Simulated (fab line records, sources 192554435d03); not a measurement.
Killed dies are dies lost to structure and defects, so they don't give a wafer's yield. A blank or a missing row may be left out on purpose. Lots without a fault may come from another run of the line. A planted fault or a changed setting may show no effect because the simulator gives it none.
Chamber matching | flow n5_finfet | N5_BEOL_M2_VIA_ETCH_34 on rie_diel-03: 4 sister chambers
The step etches the open film in C4F6/O2, target depth 69.4 nm, time 65.9 s. 18 wafers are shown with their chamber, then 9 later ones without.

WAFERS WITH THEIR CHAMBER
wafer  | chamber | showerhead_plenum_p_Torr (Torr) | rf_vpp_V (V) | throttle_valve_pct (%)
L074.1 | 0       | 2.92                            | 681          | 30.95
L074.3 | 3       | 2.91                            | 652          | 30.98
L074.5 | 0       | 2.92                            | 680          | 30.97
L077.1 | 1       | 2.71                            | 671          | 30.99
L077.3 | 2       | 2.74                            | 646          | 30.75
L077.5 | 0       | 2.92                            | 681          | 30.98
L080.1 | 3       | 2.91                            | 654          | 30.97
L080.2 | 1       | 2.71                            | 672          | 31.00
L080.6 | 0       | 2.92                            | 681          | 30.98
L087.2 | 0       | 2.91                            | 682          | 30.99
L087.4 | 3       | 2.90                            | 654          | 31.00
L087.6 | 0       | 2.91                            | 678          | 30.99
L089.2 | 3       | 2.90                            | 652          | 31.00
L089.4 | 1       | 2.70                            | 671          | 31.03
L089.6 | 3       | 2.90                            | 653          | 31.00
L090.1 | 3       | 2.89                            | 652          | 31.00
L090.5 | 1       | 2.70                            | 671          | 31.02
L090.6 | 0       | 2.91                            | 679          | 30.98

SIGNATURES (means of the wafers above)
reading                  | chamber 0 | chamber 1 | chamber 2 | chamber 3 | scatter within a chamber
showerhead_plenum_p_Torr | 2.9157    | 2.7050    | 2.7400    | 2.9017    | 0.00629
rf_vpp_V                 | 680.29    | 671.25    | 646.00    | 652.83    | 1.1
throttle_valve_pct       | 30.9771   | 31.0100   | 30.7500   | 30.9917   | 0.0147
Rule: a wafer's distance from a chamber is the root of the sum, over the readings, of the square of ((its reading less the chamber's mean) divided by the reading's scatter). The wafer belongs to the nearest chamber; if the next one is less than 2 further off, it can't be placed. The scatter: the root of (the sum of the squares of (reading less its chamber's mean) over the shown wafers, divided by (wafers less chambers)).

WAFERS WITHOUT THEIR CHAMBER
wafer  | showerhead_plenum_p_Torr (Torr) | rf_vpp_V (V) | throttle_valve_pct (%)
L092.2 | 2.91                            | 682          | 31.00
L092.5 | 2.72                            | 644          | 30.77
L092.6 | 2.89                            | 653          | 31.02
L093.3 | 2.89                            | 653          | 31.01
L093.4 | 2.72                            | 645          | 30.78
L093.5 | 2.70                            | 670          | 31.03
L096.1 | 2.72                            | 645          | 30.79
L096.2 | 2.89                            | 653          | 31.03
L096.3 | 2.90                            | 681          | 31.01

WHICH CHAMBER EACH WENT THROUGH
wafer  | from the rows above | in truth
L092.2 | 0                   | 0
L092.5 | 2                   | 2
L092.6 | 3                   | 3
L093.3 | 3                   | 3
L093.4 | 2                   | 2
L093.5 | 1                   | 1
L096.1 | 2                   | 2
L096.2 | 3                   | 3
L096.3 | 0                   | 0
Placed correctly: 9 of 9. Can't be placed from these rows: 0. Placed wrongly: 0.
